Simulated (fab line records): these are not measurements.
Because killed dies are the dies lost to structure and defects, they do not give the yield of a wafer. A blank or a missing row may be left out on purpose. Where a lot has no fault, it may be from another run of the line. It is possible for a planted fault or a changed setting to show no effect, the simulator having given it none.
Split-lot trial ; flow n5-finfet ; 7 lots, 21 wafers read, on a route of 1938 steps

## ABOUT THE SPLIT
At N5_BEOL_M14_ILD_DEP_00 (deposits SiO2 from TEOS/O2, target thk 1119.3 nm, time 237.4 s), the setting time-s was moved away from the recipe's 237.4 s on 5 of the 21 wafers read, by -14.2% to +14.3%. All remaining wafers had this setting at the recipe value.

No step appears in the file between the split and the reading.

## THE READING
M14_ILD_THK, in nm, at N5_BEOL_M14_THK_MEAS_01. A value of 1112 nm with a standard deviation of 17 nm is what fault-free wafers of this fab line usually give.

wafer;tool, chamber at the split;time-s as run, s;against the recipe;M14_ILD_THK, nm;against lot-mates on the recipe
L074.2;pecvd-04, 0;237.4;recipe;1103;-
L074.3;pecvd-04, 2;237.4;recipe;1112;-
L074.6;pecvd-04, 1;237.4;recipe;1093;-
L076.1;pecvd-04, 2;237.4;recipe;1128;-
L076.4;pecvd-04, 0;237.4;recipe;1126;-
L076.6;pecvd-04, 1;237.4;recipe;1097;-
L077.1;pecvd-03, 1;237.4;recipe;1125;-
L077.4;pecvd-03, 2;220;-7.3%;1030;-95
L077.5;pecvd-03, 1;220;-7.3%;1050;-75
L081.1;pecvd-01, 1;237.4;recipe;1077;-
L081.3;pecvd-01, 0;212.9;-10.3%;986;-117
L081.5;pecvd-01, 0;237.4;recipe;1129;-
L082.2;pecvd-01, 1;237.4;recipe;1082;-
L082.4;pecvd-01, 1;237.4;recipe;1097;-
L082.5;pecvd-01, 0;271.4;+14.3%;1280;+190
L089.1;pecvd-03, 0;237.4;recipe;1117;-
L089.2;pecvd-03, 2;203.8;-14.2%;957;-162
L089.3;pecvd-03, 1;237.4;recipe;1122;-
L090.2;pecvd-01, 1;237.4;recipe;1093;-
L090.3;pecvd-01, 0;237.4;recipe;1107;-
L090.5;pecvd-01, 1;237.4;recipe;1101;-

FIT RESULTS
A straight line over all 21 wafers: M14_ILD_THK changes by +11.1 nm for each +1% of time-s; r = +0.97; the points scatter about the line by 16 nm.
The same after taking each lot's own level away (the mean of its wafers on the recipe; 21 wafers): +12.2 nm for each +1%; r = +0.98; scatter 12 nm.
Per that fit: largest time-s move, reading shift of 1.7e+02 nm.
The span of the lots' own levels, 1089.5 to 1125.0 nm, comes to 2.1 times the standard deviation stated above.
Hence the lot-to-lot level has little effect on the slope; both slopes agree.
Check: with one of the wafers moved furthest among these (+14.3%) left out of the fit, the line predicts +164 nm for it against its lot-mates. Against them it came out at +190 nm.

## ADDITIONAL SPLITS CARRIED BY THESE WAFERS
Before the reading, these wafers also passed through other splits. Each is held against what the fit with the lots' levels taken away leaves over:
other split on the same wafers;wafers away from the commonest value;r with M14_ILD_THK (lot level and that fit taken away)
N5_BEOL_M10_COAT_64 spin-rpm;6;+0.00
N5_BEOL_M11_TRENCH_ETCH_37 bias-w;8;+0.24
N5_BEOL_M11_ETCH_41 time-s;6;+0.06
N5_BEOL_M13_EXPOSE_25 dose-mj;8;+0.39
N5_BEOL_M13_SPUTTER_44 power-w;8;-0.17

## THE WHOLE CHAIN: every reading that the file lists as answering this split, in the file's order
step;what it does;reading;change (the file's fit);r (the file's)
N5_BEOL_M14_ILD_DEP_00;deposits SiO2 from TEOS/O2, target thk 1119.3 nm, time 237.4 s;SiO2_of_BEOL_M14_ILD_DEP_00.thk-nm (the simulator's own value, which no gauge read);+12.1 nm for each +1% of the setting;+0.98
N5_BEOL_M14_THK_MEAS_01;;M14_ILD_THK;+12.1 for each +1% of the setting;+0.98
N5_BEOL_M14_VIA_ETCH_16;etches SiO2 in C4F8/O2/Ar, target depth 1231.3 nm;etch.depth-nm (the simulator's own value, which no gauge read);+12.1 nm for each +1% of the setting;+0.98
N5_BEOL_M14_VIA_ETCH_16;etches SiO2 in C4F8/O2/Ar, target depth 1231.3 nm;coat_of_BEOL_M14_COAT_04.thk-nm (the simulator's own value, which no gauge read);-3.13 nm for each +1% of the setting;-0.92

## THE FILE'S OWN FIT
M14_ILD_THK changes by +12.1 nm for each +1% of time-s, r = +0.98.
